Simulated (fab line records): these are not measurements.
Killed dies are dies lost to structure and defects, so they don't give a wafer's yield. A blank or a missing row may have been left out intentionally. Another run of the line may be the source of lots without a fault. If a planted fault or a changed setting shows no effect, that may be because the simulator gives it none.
The tool behind it: which one? || flow nand-harc || Sampling: 10 lots, 30 wafers, 4 of 1302 route steps

## WHAT THE GAUGES SHOWED, per wafer
NHARC_P_M1_CD_MEAS_09: the cd target is 130 nm.
{"lot": "L499", "measured": "day 6 14:21", "on": "cd-sem-03", "cd-nm (nm)": "129.5 129.2 129.3"}
{"lot": "L501", "measured": "day 7 10:55", "on": "cd-sem-02", "cd-nm (nm)": "129.6 130.4 129.3"}
{"lot": "L504", "measured": "day 8 15:52", "on": "cd-sem-03", "cd-nm (nm)": "129.5 129.4 129.5"}
{"lot": "L507", "measured": "day 9 23:36", "on": "cd-sem-02", "cd-nm (nm)": "129.6 128.9 129.4"}
{"lot": "L509", "measured": "day 11 01:00", "on": "cd-sem-02", "cd-nm (nm)": "127.5 130.0 130.4"}
{"lot": "L511", "measured": "day 11 10:58", "on": "cd-sem-03", "cd-nm (nm)": "126.7 130.1 129.8"}
{"lot": "L516", "measured": "day 13 18:02", "on": "cd-sem-03", "cd-nm (nm)": "130.2 129.6 130.3"}
{"lot": "L517", "measured": "day 14 05:46", "on": "cd-sem-02", "cd-nm (nm)": "130.0 129.9 130.1"}
{"lot": "L518", "measured": "day 14 19:40", "on": "cd-sem-03", "cd-nm (nm)": "130.0 129.6 130.3"}
{"lot": "L521", "measured": "day 15 20:59", "on": "cd-sem-03", "cd-nm (nm)": "130.3 130.2 129.5"}

## WHAT TOOL EACH LOT RAN ON (gives the tool, then ch and the chambers of the sampled wafers, and finally the start)
{"lot": "L499", "NHARC_P_M0_STRIP_18": "rie-diel-04 ch 1,2, day 6 10:59", "NHARC_P_M0_PRE_CLEAN_31": "pecvd-02 ch 0,1,2, day 6 13:10", "NHARC_P_M1_PEB_07": "litho-track-04 ch 0, day 6 14:16"}
{"lot": "L501", "NHARC_P_M0_STRIP_18": "rie-diel-10 ch 1,2, day 7 07:25", "NHARC_P_M0_PRE_CLEAN_31": "pecvd-01 ch 0,1, day 7 09:35", "NHARC_P_M1_PEB_07": "litho-track-06 ch 0, day 7 10:50"}
{"lot": "L504", "NHARC_P_M0_STRIP_18": "rie-diel-05 ch 0,1,3, day 8 12:29", "NHARC_P_M0_PRE_CLEAN_31": "pecvd-02 ch 0,1, day 8 14:42", "NHARC_P_M1_PEB_07": "litho-track-01 ch 0, day 8 15:47"}
{"lot": "L507", "NHARC_P_M0_STRIP_18": "rie-diel-05 ch 0,3, day 9 20:13", "NHARC_P_M0_PRE_CLEAN_31": "pecvd-01 ch 0,1, day 9 22:25", "NHARC_P_M1_PEB_07": "litho-track-01 ch 0, day 9 23:31"}
{"lot": "L509", "NHARC_P_M0_STRIP_18": "rie-diel-04 ch 1,2, day 10 21:25", "NHARC_P_M0_PRE_CLEAN_31": "pecvd-01 ch 0,1,2, day 10 23:43", "NHARC_P_M1_PEB_07": "litho-track-01 ch 0, day 11 00:55"}
{"lot": "L511", "NHARC_P_M0_STRIP_18": "rie-diel-04 ch 0,2, day 11 07:31", "NHARC_P_M0_PRE_CLEAN_31": "pecvd-01 ch 1,2, day 11 09:38", "NHARC_P_M1_PEB_07": "litho-track-01 ch 0, day 11 10:53"}
{"lot": "L516", "NHARC_P_M0_STRIP_18": "rie-diel-10 ch 0,3, day 13 14:40", "NHARC_P_M0_PRE_CLEAN_31": "pecvd-01 ch 1,2, day 13 16:50", "NHARC_P_M1_PEB_07": "litho-track-06 ch 0, day 13 17:58"}
{"lot": "L517", "NHARC_P_M0_STRIP_18": "rie-diel-05 ch 0,1,2, day 14 02:19", "NHARC_P_M0_PRE_CLEAN_31": "pecvd-02 ch 0,1,2, day 14 04:26", "NHARC_P_M1_PEB_07": "litho-track-06 ch 0, day 14 05:41"}
{"lot": "L518", "NHARC_P_M0_STRIP_18": "rie-diel-04 ch 0,3, day 14 16:10", "NHARC_P_M0_PRE_CLEAN_31": "pecvd-02 ch 0,1,2, day 14 18:22", "NHARC_P_M1_PEB_07": "litho-track-06 ch 0, day 14 19:35"}
{"lot": "L521", "NHARC_P_M0_STRIP_18": "rie-diel-10 ch 1,2,3, day 15 17:40", "NHARC_P_M0_PRE_CLEAN_31": "pecvd-01 ch 1,2, day 15 19:49", "NHARC_P_M1_PEB_07": "litho-track-01 ch 0, day 15 20:55"}
- NHARC_P_M0_STRIP_18: strips in N2/H2.
- NHARC_P_M0_PRE_CLEAN_31: time 12 s.
- NHARC_P_M1_PEB_07: peb time 65 s.

## THE ANSWER, worked out from the rows above alone
Rule: the usual values come from the lots themselves. The widest of any qualifying gaps counts: lots, ordered by their means at a reading, are off when they make up no more than a third of the lots, leave a main group of 4 or more, and stand apart from it by 3 or more times the standard deviation of that group's means. A main group is skipped when, at the precision printed for the reading in the tables above, its means are all equal. Also off: a lot with no number at a reading for which 4 or more lots have one. Any other lot the step has rows for is counted as sound.
Nothing can be told from this: no lot is off at any reading shown.

## WHAT THE SIMULATOR HAD INSERTED
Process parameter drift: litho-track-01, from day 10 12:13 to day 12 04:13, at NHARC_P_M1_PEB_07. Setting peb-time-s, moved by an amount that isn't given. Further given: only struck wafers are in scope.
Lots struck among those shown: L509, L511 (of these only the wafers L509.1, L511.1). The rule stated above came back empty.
